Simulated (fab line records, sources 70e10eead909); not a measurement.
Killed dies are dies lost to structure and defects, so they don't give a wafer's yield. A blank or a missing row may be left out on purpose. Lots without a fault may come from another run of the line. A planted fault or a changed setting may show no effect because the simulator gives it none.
A struck lot beside a sound one | flow nand_harc | 13 steps out of a route of 1159
Sound: wafers L329.1, L329.4, L329.6. Struck: wafers L335.1, L335.3, L335.6. The cause comes at the end.
At each step with rows: each side's tool, then ch and its chambers, then its first start. Under that, the readings that differ: sound wafers | struck wafers | difference of the means | sigmas: that difference in standard deviations of wafers without a fault.
alike: readings whose means differ by less than 2 such deviations, and words and numbers that are the same on both sides. not compared: withheld readings, readings that some wafer has no value for, bounds like >300 that may hide the same value, and numbers for which the record gives no deviation and whose values overlap.
The two part at a step that has a row with sigmas, a row that says differs or no value, or rows on one side only. Numbers that don't overlap but have no deviation are shown without sigmas and don't part them. A reading that every wafer of one side lacks parts them only if that side has two wafers or more.

first, 2 steps without rows for these wafers: NHARC_A_STAIRCASE_HARDBAKE_185 (time 140 s); NHARC_A_STAIRCASE_DESCUM_186 (chemistry O2, time 3 s).
NHARC_A_STAIRCASE_TRIM_187: chemistry O2, time 211.2 s.
  sound on rie_diel-07 ch 1,2,3, day 13 06:44; struck on rie_diel-06 ch 0,3, day 15 01:06
  reading                     | sound       | struck      | difference | sigmas
  drypump_motor_current_A (A) | 6.3 5.8 5.9 | 5.7 4.8 4.8 | -0.9       | -2
  alike: chamber_pressure_mTorr, oes_product_au, rf_vpp_V, showerhead_plenum_p_Torr, throttle_valve_pct
  not compared: rf_hours_counter_h
then, 1 step without rows for these wafers: NHARC_A_STAIRCASE_ETCH_188 (etches the open film in C4F8/O2, target depth 100 nm, time 40.5 s).
NHARC_A_STAIRCASE_TRIM_189: chemistry O2, time 211.2 s.
  sound on rie_diel-07 ch 1,3; struck on rie_diel-06 ch 0,1,2
  alike: chamber_pressure_mTorr, drypump_motor_current_A, oes_product_au, rf_vpp_V, showerhead_plenum_p_Torr, throttle_valve_pct
  not compared: rf_hours_counter_h
NHARC_A_STAIRCASE_ETCH_190: etches the open film in C4F8/O2, target depth 100 nm, time 40.5 s.
  sound on rie_diel-07 ch 0,1,2; struck on rie_diel-06 ch 0,2,3
  alike: oes_product_au, rf_vpp_V
  not compared: rf_hours_counter_h
NHARC_A_STAIRCASE_TRIM_191: chemistry O2, time 211.2 s.
  sound on rie_diel-07 ch 1,2,3; struck on rie_diel-06 ch 1,2
  alike: chamber_pressure_mTorr, drypump_motor_current_A, oes_product_au, rf_vpp_V, showerhead_plenum_p_Torr, throttle_valve_pct
  not compared: rf_hours_counter_h
NHARC_A_STAIRCASE_ETCH_192: etches the open film in C4F8/O2, target depth 100 nm, time 40.5 s.
  sound on rie_diel-07 ch 1,2,3; struck on rie_diel-06 ch 1,2
  alike: oes_product_au, rf_vpp_V
  not compared: rf_hours_counter_h
then, 2 steps without rows for these wafers: NHARC_A_STAIRCASE_TRIM_193 (chemistry O2, time 211.2 s); NHARC_A_STAIRCASE_ETCH_194 (etches the open film in C4F8/O2, target depth 100 nm, time 40.5 s).
NHARC_A_STAIRCASE_TRIM_196: chemistry O2, time 211.2 s.
  sound on rie_diel-07 ch 0,1, day 13 07:56; struck on rie_diel-06 ch 1,2,3, day 15 02:08
  no value came back on the struck wafers for any of 7 readings (bias_w (W), chamber_pressure_mTorr (mTorr) and others); on the sound wafers bias_w (W) reads 0 0 0
  not compared: rf_hours_counter_h
then, 1 step without rows for these wafers: NHARC_A_STAIRCASE_ETCH_197 (etches the open film in C4F8/O2, target depth 100 nm, time 40.5 s).
-- the record jumps here: 9 days lie between the struck wafers' starts before and after (it left off in module A_STAIRCASE and takes up again in module END, whose first step shown is number 1159 of the route) --
NHARC_END_SORT_01:
  sound on prober-01 ch 0, day 21 10:14; struck on prober-01 ch 0, day 23 18:54
  reading         | sound    | struck                                                               | difference                   | sigmas
  hold            | - - -    | await_dispo/3.7h/scrap await_dispo/3.7h/scrap await_dispo/3.7h/scrap | no value on the sound wafers |
  killed_at_array | 40 22 39 | 672 672 673                                                          | +639                         | +82
  killed_dies     | 49 27 44 | 677 677 677                                                          | +637                         | +78
  alike: killed_at_other, killed_at_periphery, killed_open, killed_short

WHERE THEY PART
First at NHARC_A_STAIRCASE_TRIM_187; last, within this record, at NHARC_END_SORT_01.

WHY: what the simulator had put in
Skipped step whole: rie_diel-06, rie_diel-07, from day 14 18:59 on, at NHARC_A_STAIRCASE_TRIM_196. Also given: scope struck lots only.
